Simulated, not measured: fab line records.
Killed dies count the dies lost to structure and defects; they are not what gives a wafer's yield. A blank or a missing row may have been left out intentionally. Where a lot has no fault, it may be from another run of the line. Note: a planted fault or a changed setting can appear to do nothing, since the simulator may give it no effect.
Struck lot and sound lot, side by side | flow nand-harc | 18 steps out of a route of 1159
Sound: these wafers, L888.1, L888.3, L888.5. Struck: wafers L884.1, L884.5, L884.6. Last of all comes the cause.
At each step with rows: each side's tool, then ch and its chambers, then its first start. Under that, the readings that differ: sound wafers | struck wafers | difference of the means | sigmas: that difference in standard deviations of wafers without a fault.
alike: same words and numbers on both sides, and readings whose means sit less than 2 such deviations apart. not compared: any withheld reading, any reading some wafer has no value for, any bound like >300 that may hide the same value, and any number with overlapping values for which the record gives no deviation.
The two part at a step that has a row with sigmas, a row that says differs or no value, or rows on one side only. When numbers do not overlap yet have no deviation, they are printed without sigmas and do not part them. A reading missing from all wafers of one side parts the sides only when that side holds two or more wafers.

first, 1 step without rows for these wafers: NHARC_P_BONDPAD_ETCH_37 (etches the open film in N2/H2, target depth 60 nm, overetch 18 nm, time 65.91 s).
NHARC_P_BONDPAD_ETCH_12: etches the open film in CHF3/O2, target depth 200 nm, time 100 s.
  sound: rie-diel-08 ch 0,1,2; struck: rie-diel-01 ch 0,2,3
  alike: drypump-motor-current-A, o2-flow-sccm, oes-product-au, rf-vpp-V, showerhead-plenum-p-Torr, throttle-valve-pct
  not compared: rf-hours-counter-h
NHARC_P_BONDPAD_CD_MEAS_13:
  struck on cd-sem-03, day 10 14:19; sound on cd-sem-02, day 11 14:43
  alike: cd-nm
then, 1 step without rows for these wafers: NHARC_P_BONDPAD_STRIP_15 (strips in O2).
NHARC_P_BONDPAD_ETCH_24: etches the open film in CF4/N2, target depth 30 nm, time 72.99 s.
  sound: rie-diel-06 ch 1,2,3; struck: rie-diel-06 ch 0,1
  alike: drypump-motor-current-A, oes-product-au, rf-vpp-V, showerhead-plenum-p-Torr, throttle-valve-pct
  not compared: rf-hours-counter-h
then, 1 step without rows for these wafers: NHARC_P_BONDPAD_STRIP_16 (strips in post etch residue remover, time 600 s).
NHARC_P_BONDPAD_DEGAS_25: time 60 s.
  struck on pvd-sputter-01, day 10 14:58; sound on pvd-sputter-01, day 11 15:21
  alike: heater-power-w
then, 1 step without rows for these wafers: NHARC_P_BONDPAD_PRE_CLEAN_26 (time 30 s).
NHARC_P_BONDPAD_PVD_17: deposits TaN, target thk 5 nm, time 8.06 s.
  sound on pvd-sputter-01; struck on pvd-sputter-01
  alike: cathode-dc-power-W, throttle-valve-pct
then, 3 steps without rows for these wafers: NHARC_P_BONDPAD_PVD_27 (deposits Cu, target thk 30 nm, time 20.49 s); NHARC_P_BONDPAD_ECD_18 (material Cu, target thk 400 nm); NHARC_P_BONDPAD_ANNEAL_28 (time 90 s).
NHARC_P_BONDPAD_CMP_19: polishes, t overpolish 30 s, cu recess touch 16 s, target thk 160.81 nm.
  sound on cmp-01 ch 1,3, day 11 16:25; struck on cmp-04 ch 1,2, day 10 16:04
  no value came back on the struck wafers for cu-recess-touch-s (s), edge-zone-pressure-frac, motor-current-A (A), overpolish-run-s (s); on the sound wafers cu-recess-touch-s (s) reads 16 16 16
NHARC_P_BONDPAD_THK_MEAS_20: measures by xrf.
  struck on film-metro-02, day 10 16:23; sound on film-metro-02, day 11 16:44
  reading     | sound             | struck            | difference | sigmas
  thk-nm (nm) | 162.0 158.6 162.7 | 403.3 402.5 404.5 | +242.3     | +99 or more
then, 1 step without rows for these wafers: NHARC_P_BONDPAD_SRD_21 (time 30 s, dry time 20 s).
NHARC_P_BONDPAD_INSPECT_23:
  struck on defect-inspect-02, day 10 16:36; sound on defect-inspect-02, day 11 16:56
  reading          | sound       | struck         | difference | sigmas
  raw-defect-count | 298 288 272 | 6142 5960 6217 | +5820      | +53
NHARC_P_BONDPAD_ACTIVATE_29: chemistry N2, time 60 s.
  sound on rie-diel-08 ch 2,3, day 11 17:00; struck on rie-diel-06 ch 1,2, day 10 16:40
  alike: drypump-motor-current-A, oes-product-au, rf-vpp-V, showerhead-plenum-p-Torr
  not compared: rf-hours-counter-h
-- the record jumps here: 13 days lie between the struck wafers' starts before and after (it left off in module P_BONDPAD and takes up again in module END, whose first step shown is number 1159 of the route) --
NHARC_END_SORT_01:
  sound on prober-01 ch 0, day 24 23:39; struck on prober-02 ch 0, day 23 12:10
  reading                  | sound          | struck            | difference | sigmas
  defect-limited-yield (%) | 92.3 93.4 92.2 | 0 0 0             | -93        | -62
  killed-at-array          | 47 39 50       | 20 19 16          | -27        | -3
  killed-at-periphery      | 4 6 3          | 657 658 661       | +654       | +99 or more
  killed-dies              | 52 45 53       | 677 677 677       | +627       | +63
  sort_bin_2_pct (%)       | 2.4 2.7 2.5    | 1.0 0.4 0.6       | -1.9       | -3
  sort_bin_3_pct (%)       | 0.30 0.44 0.30 | 97.19 96.90 97.49 | +96.85     | +99 or more
  sort_bin_4_pct (%)       | 5.0 3.5 5.0    | 1.8 2.7 1.9       | -2.4       | -3
  sort-n-pass              | 625 632 624    | 0 0 0             | -627       | -63
  sort-rim-yield-pct (%)   | 95.3 97.2 94.3 | 0 0 0             | -96        | -37
  sort-yield-pct (%)       | 92.3 93.4 92.2 | 0 0 0             | -93        | -62
  alike: killed-at-other, killed-open, killed-short

## WHERE THEY PART
At NHARC_P_BONDPAD_CMP_19 first; at NHARC_END_SORT_01 last (within this record only).

WHY: what the simulator had put in
Entire step skipped (cmp-04, NHARC_P_BONDPAD_CMP_19), from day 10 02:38 onward. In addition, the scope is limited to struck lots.
